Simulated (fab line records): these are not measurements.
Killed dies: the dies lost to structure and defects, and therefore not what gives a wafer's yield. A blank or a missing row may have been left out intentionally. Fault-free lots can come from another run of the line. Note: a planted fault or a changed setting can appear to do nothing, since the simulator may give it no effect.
Split-lot study + flow n5Finfet + on a route of 1938 steps: 7 lots, 21 wafers read

== ON THE SPLIT ==
At N5_FIN_SAQP_SPACER1_ALD_24 (deposits SiO2, target thk 20.3 nm, pulse time 1 s, purge time 2 s), the setting tempC was moved away from the recipe's 300 C on 7 of the 21 wafers read, by -3.8% to +4.3%. This setting was run at the recipe's value on the other wafers.

== THE PATH FROM SPLIT TO READING: the file shows 1 step between them ==
- N5_FIN_SAQP_SPACER1_ETCHBACK_25: etches SiO2 in CHF3/O2, target depth 24.4 nm, time 12.2 s

== THE READING ==
FIN_SAQP.cdNm (the simulator's own value, which no gauge read), in nm, at N5_FIN_SAQP_MANDREL1_REMOVE_56 (chemistry HBr/Cl2/O2, target a-Si, stops on SiNx, bt time 10 s). The file does not state a usual value for it. The 14 wafers here that ran the recipe average 20.3 nm, standard deviation 0.12 nm.

| wafer  | tool, chamber at the split | tempC as run, C | against the recipe | FIN_SAQP.cdNm, nm | against lot-mates on the recipe |
|--------|----------------------------|-----------------|--------------------|-------------------|---------------------------------|
| L078.1 | aldSin-03, 2               | 300             | recipe             | 20.4              | -                               |
| L078.6 | aldSin-03, 2               | 300             | recipe             | 20.4              | -                               |
| L078.4 | aldSin-03, 0               | 288.5           | -3.8%              | 21.4              | +1.0                            |
| L079.2 | aldSin-03, 2               | 300             | recipe             | 20.2              | -                               |
| L079.3 | aldSin-03, 1,0             | 300             | recipe             | 20.4              | -                               |
| L079.5 | aldSin-03, 1,0             | 300             | recipe             | 20                | -                               |
| L089.2 | aldSin-02, 1               | 312.8           | +4.3%              | 19.8              | -0.6                            |
| L089.4 | aldSin-02, 2               | 312.8           | +4.3%              | 20                | -0.4                            |
| L089.5 | aldSin-02, 0               | 300             | recipe             | 20.4              | -                               |
| L091.1 | aldSin-02, 0               | 293.8           | -2.1%              | 20.8              | +0.6                            |
| L091.3 | aldSin-02, 2,1             | 300             | recipe             | 20.2              | -                               |
| L091.4 | aldSin-02, 2,1             | 300             | recipe             | 20.2              | -                               |
| L092.2 | aldSin-02, 0               | 300             | recipe             | 20.4              | -                               |
| L092.3 | aldSin-02, 1               | 304             | +1.3%              | 20.2              | -0.2                            |
| L092.5 | aldSin-02, 1               | 304             | +1.3%              | 20.2              | -0.2                            |
| L093.3 | aldSin-02, 0,3             | 300             | recipe             | 20.4              | -                               |
| L093.5 | aldSin-02, 0,3             | 300             | recipe             | 20.4              | -                               |
| L093.6 | aldSin-02, 2               | 304.2           | +1.4%              | 20.2              | -0.2                            |
| L097.2 | aldSin-02, 1               | 300             | recipe             | 20.2              | -                               |
| L097.3 | aldSin-02, 2,3             | 300             | recipe             | 20.4              | -                               |
| L097.4 | aldSin-02, 2,3             | 300             | recipe             | 20.4              | -                               |
Where a row lists several chambers, the file gives one row for several wafers and doesn't say which wafer went through which chamber.

THE FIT
A straight line over all 21 wafers: FIN_SAQP.cdNm changes by -0.158 nm for each +1% of tempC; r = -0.85; the points scatter about the line by 0.17 nm.
The same after taking each lot's own level away (the mean of its wafers on the recipe; 21 wafers): -0.173 nm for each +1%; r = -0.91; scatter 0.14 nm.
That fit puts the effect of the largest move of tempC on the reading at 0.74 nm.
The span of the lots' own levels, 20.20 to 20.40 nm, comes to 1.6 times the standard deviation stated above.
The two slopes are in agreement: the lot-to-lot level therefore moves the slope only a little.
Check: with one of the wafers moved furthest among these (+4.3%) left out of the fit, the line predicts -0.72 nm for it against its lot-mates. Against them it came out at -0.6 nm.

== OTHER SPLITS APPLIED TO THESE WAFERS ==
Note: prior to the reading, these wafers also went through further splits. Each is held against what the fit with the lots' levels taken away leaves over:
| other split on the same wafers                  | wafers away from the commonest value | r with FIN_SAQP.cdNm (lot level and that fit taken away) |
|-------------------------------------------------|--------------------------------------|----------------------------------------------------------|
| N5_ZERO_LAYER_COAT_05 spinRpm                   | 5                                    | +0.09                                                    |
| N5_ZERO_LAYER_EXPOSE_08 doseMj                  | 4                                    | -0.18                                                    |
| N5_PMOS_HMC_CHANNEL_EPI_PEB_07 pebTempC         | 8                                    | +0.10                                                    |
| N5_PMOS_HMC_CHANNEL_EPI_DEVELOP_08 developTimeS | 5                                    | +0.18                                                    |
| N5_FIN_SAQP_ETCH_52 sourceW                     | 9                                    | +0.06                                                    |

== THE WHOLE CHAIN: every reading that the file lists as answering this split, in the file's order ==
| step                           | what it does                                                      | reading                                                                                | change (the file's fit)               | r (the file's) |
|--------------------------------|-------------------------------------------------------------------|----------------------------------------------------------------------------------------|---------------------------------------|----------------|
| N5_FIN_SAQP_SPACER1_ALD_24     | deposits SiO2, target thk 20.3 nm, pulse time 1 s, purge time 2 s | SiO2_of_FIN_SAQP_SPACER1_ALD_24.thkNm (the simulator's own value, which no gauge read) | -0.164 nm for each +1% of the setting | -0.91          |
| N5_FIN_SAQP_MANDREL1_REMOVE_56 | chemistry HBr/Cl2/O2, target a-Si, stops on SiNx, bt time 10 s    | FIN_SAQP.cdNm (the simulator's own value, which no gauge read)                         | -0.19 nm for each +1% of the setting  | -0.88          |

== THE FILE'S OWN FIT ==
FIN_SAQP.cdNm changes by -0.19 nm for each +1% of tempC, r = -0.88.
